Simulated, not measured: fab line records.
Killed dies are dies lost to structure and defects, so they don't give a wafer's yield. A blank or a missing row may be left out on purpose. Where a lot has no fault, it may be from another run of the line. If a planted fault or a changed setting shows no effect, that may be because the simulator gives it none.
Comparing a struck lot with a sound one | flow n5 finfet | 38 steps out of a route of 1938
Sound: wafers L439.1, L439.3, L439.4. The struck wafers were L427.2, L427.4, L427.5. The cause is given at the end.
Per side, at each step with rows, come the tool, then ch with its chambers, and then its first start. Under that, the readings that differ: sound wafers | struck wafers | difference of the means | sigmas: that difference in standard deviations of wafers without a fault.
alike: same words and numbers on both sides, and readings whose means sit less than 2 such deviations apart. not compared: any withheld reading, any reading some wafer has no value for, any bound like >300 that may hide the same value, and any number with overlapping values for which the record gives no deviation.
A row with sigmas, a row that says differs or no value, or rows on one side alone: a step with any of these is where the two part. Non-overlapping numbers with no deviation appear without sigmas and do not part them. Lack of a reading on every wafer of one side parts them only where that side has two or more wafers.

first, 9 steps without rows for these wafers: N5_BEOL_M4_ANNEAL_95 (time 240 s); N5_BEOL_M4_SPUTTER_96 (material Cu, target thk 4.5 nm, time 8.29 s); N5_BEOL_M4_ECD_50 (material Cu, target thk 300 nm); N5_BEOL_M4_ANNEAL_51 (time 90 s); N5_BEOL_M4_CMP_52 (polishes, stops on SiOC, t overpolish 6.8 s, target thk 40 nm); N5_BEOL_M4_PRE_CLEAN_60 (time 15 s); N5_BEOL_M4_CO_CAP_55 (material Co, precursor CCTBA/H2, target thk 2 nm, time 102.1 s); N5_BEOL_M4_PRE_CLEAN_56 (time 15 s); N5_BEOL_M4_DEP_57 (deposits SiCN from 3MS/NH3, target thk 8 nm, time 14 s).
N5_BEOL_M4_RC_MEAS_101:
  sound on prober-01 ch 0, day 11 17:55; struck on prober-01 ch 0, day 8 15:28
  alike: DIBL_N, DIBL_P, IOFF_N, IOFF_P, ION_N, ION_P, SS_N, SS_P, VT_N, VT_P
then, 24 steps without rows for these wafers: N5_BEOL_M5_ILD_DEP_00 (deposits SiCOH lowk from DEMS/porogen, target thk 140.64 nm, time 25.9 s); N5_BEOL_M5_CURE_79 (cures SiCOH lowk, time 240 s); N5_BEOL_M5_PECVD_70 (deposits SiO2 from TEOS/O2, target thk 16 nm, time 18 s); N5_BEOL_M5_HM_DEP_02 (deposits TiN, target thk 20 nm); N5_BEOL_M5_COAT_59 (time 60 s, resist thk 60 nm); N5_BEOL_M5_COAT_60 (time 60 s, resist thk 12 nm); N5_BEOL_M5_COAT_71 (time 60 s, resist thk 5 nm); N5_BEOL_M5_COAT_05 (resist thk 30 nm); N5_BEOL_M5_EBR_07; N5_BEOL_M5_SOFTBAKE_06 (time 60 s); N5_BEOL_M5_EXPOSE_08 (exposes mask M5, target cd 28 nm); N5_BEOL_M5_PEB_09 (peb time 60 s); N5_BEOL_M5_DEVELOP_10 (develop time 30 s); N5_BEOL_M5_DESCUM_16 (chemistry O2, time 7 s); N5_BEOL_M5_ETCH_72 (etches underlayer in N2/H2, target depth 6.5 nm, time 5.2 s); N5_BEOL_M5_ETCH_61 (etches SiARC in CF4, target depth 15.6 nm, time 26 s); N5_BEOL_M5_ETCH_62 (etches SOC in N2/H2, target depth 75 nm, overetch 15 nm, time 112.5 s); N5_BEOL_M5_STRIP_63 (strips in N2/H2); N5_BEOL_M5_STRIP_73 (strips in N2/H2); N5_BEOL_M5_STRIP_64 (strips in CF4); N5_BEOL_M5_HM_OPEN_17 (chemistry Cl2/BCl3, target TiN, target depth 20 nm, overetch 6 nm); N5_BEOL_M5_STRIP_19 (strips in O2); N5_BEOL_M5_COAT_65 (time 60 s, resist thk 60 nm); N5_BEOL_M5_COAT_66 (time 60 s, resist thk 12 nm).
-- a jump in the record: the struck wafers' starts before and after are 3 days apart (it breaks off in module BEOL_M5 and resumes in module BEOL_M12, where the first step shown is number 1651 of the route) --
N5_BEOL_M12_ECD_47: material Cu, target thk 720 nm.
  sound on ecd cu-01 ch 0,1, day 14 12:17; struck on ecd cu-02 ch 0,1, day 11 07:08
N5_BEOL_M12_THK_MEAS_50: measures by xrf.
  sound on film metro-01, day 14 13:02; struck on film metro-01, day 11 07:56
  reading      | sound       | struck | difference                    | sigmas
  M12_THK (nm) | 325 328 329 | - - -  | no value on the struck wafers |
N5_BEOL_M12_RS_MEAS_54: a four-point-probe measurement.
  sound on film metro-02, day 14 13:09; struck on film metro-02, day 11 08:04
  reading         | sound                | struck               | difference | sigmas
  M12_RS (ohm/sq) | 0.0605 0.0595 0.0596 | 57.689 58.410 57.283 | +57.734    | +99 or more
N5_PASSIVATION_PROBE_49:
  sound on prober-02, day 15 22:05; struck on prober-02, day 12 17:19
  reading                  | sound | struck         | difference | sigmas
  defect limited yield (%) | 90.8  | 0 0 0          | -91        | -65
  killed_at_M4_up          | 16    | 1089 1094 1098 | +1078      | +99 or more
  killed dies              | 108   | 1180 1180 1180 | +1072      | +67
  killed on rim            | 12    | 152 152 152    | +140       | +33
  sort_bin_5_function (%)  | 5.8   | 96.4 96.1 96.8 | +90.6      | +99 or more
  sort n pass              | 1072  | 0 0 0          | -1072      | -67
  sort yield pct (%)       | 90.8  | 0 0 0          | -91        | -65
  alike: killed_at_M0_to_M3, killed at contacts, killed at front end, killed at other, killed open, killed short, sort_bin_6_memory

== WHERE THEY PART ==
At N5_BEOL_M12_THK_MEAS_50 first; at N5_PASSIVATION_PROBE_49 last (within this record only).

WHY: whatever the simulator had introduced
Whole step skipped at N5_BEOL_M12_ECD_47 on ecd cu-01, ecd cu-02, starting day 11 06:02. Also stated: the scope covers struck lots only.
